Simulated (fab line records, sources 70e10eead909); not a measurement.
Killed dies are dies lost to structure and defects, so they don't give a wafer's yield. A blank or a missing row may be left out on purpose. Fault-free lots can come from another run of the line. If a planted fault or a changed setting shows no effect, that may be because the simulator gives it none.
A struck lot beside a sound one || flow nand_harc || 13 out of 1159 route steps
Sound: the wafers L758.2, L758.5, L758.6. Wafers struck: L768.1, L768.3, L768.5. The cause is given at the end.
Order at every step that has rows: each side's tool, ch and its chambers, its first start. Under that, the readings that differ: sound wafers || struck wafers || difference of the means || sigmas: that difference in standard deviations of wafers without a fault.
alike: words and numbers the same on both sides, and readings whose means are apart by under 2 such deviations; not compared: readings that were withheld, readings missing a value for some wafer, numbers with overlapping values and no deviation given by the record, and bounds like >300 which may hide the same value.
A row with sigmas, a row that says differs or no value, or rows on one side alone: a step with any of these is where the two part. Numbers that don't overlap but have no deviation are shown without sigmas and don't part them. Lack of a reading on every wafer of one side parts them only where that side has two or more wafers.

NHARC_P_M0_PRE_CLEAN_29: time 30 s.
  sound on pvd_sputter-01; struck on pvd_sputter-01
  alike: heater_power_w
then, 1 step without rows for these wafers: NHARC_P_M0_PVD_20 (deposits TaN, target thk 5 nm, time 8.06 s).
NHARC_P_M0_PVD_21: deposits Cu, target thk 30 nm, time 20.49 s.
  sound on pvd_sputter-01; struck on pvd_sputter-01
  alike: cathode_dc_power_W, chamber_pressure_pa, throttle_valve_pct
then, 1 step without rows for these wafers: NHARC_P_M0_ECD_22 (material Cu, target thk 400 nm).
NHARC_P_M0_ANNEAL_30: time 90 s.
  sound on rtp_anneal-02 ch 0, day 7 00:11; struck on rtp_anneal-02 ch 0, day 9 02:47
  alike: wafer_temp_C_max
then, 1 step without rows for these wafers: NHARC_P_M0_CMP_23 (polishes, t overpolish 20 s, target thk 117.53 nm).
NHARC_P_M0_THK_MEAS_24: measures by xrf.
  sound on film_metro-01 at day 7 00:49; struck on film_metro-02 at day 9 03:27
  alike: thk_nm
next, for these wafers, 1 step has no rows: NHARC_P_M0_SRD_25.
NHARC_P_M0_INSPECT_27:
  sound on defect_inspect-02 at day 7 00:59; struck on defect_inspect-02 at day 9 03:36
  alike: raw_defect_count
NHARC_P_M0_PRE_CLEAN_31: time 12 s.
  sound on pecvd-04 ch 0,2, day 7 01:04; struck on pecvd-02 ch 0,1, day 9 03:41
  alike: heater_power_outer_w, heater_power_w, rf_fwd_power_W
NHARC_P_M0_DEP_32: deposits SiCN, target thk 30 nm.
  sound on pecvd-04 ch 0,2, day 7 01:10; struck on pecvd-02 ch 0,1, day 9 03:47
  alike: chamber_pressure_Torr, heater_power_outer_w, heater_power_w, rf_fwd_power_W
NHARC_P_M1_DEP_00: deposits SiOC, target thk 182.5 nm.
  sound on pecvd-02 ch 1,2, day 7 01:32; struck on pecvd-02 ch 0,1,2, day 9 04:08
  no value came back on the struck wafers for chamber_pressure_Torr (Torr), rf_fwd_power_W (W); on the sound wafers chamber_pressure_Torr (Torr) reads 4.992 4.995 4.995
then, 1 step without rows for these wafers: NHARC_P_M1_DEHYDRATE_01 (time 120 s).

## WHERE THEY PART
At NHARC_P_M1_DEP_00 and nowhere else, as far as this record goes.

WHY: whatever the simulator had introduced
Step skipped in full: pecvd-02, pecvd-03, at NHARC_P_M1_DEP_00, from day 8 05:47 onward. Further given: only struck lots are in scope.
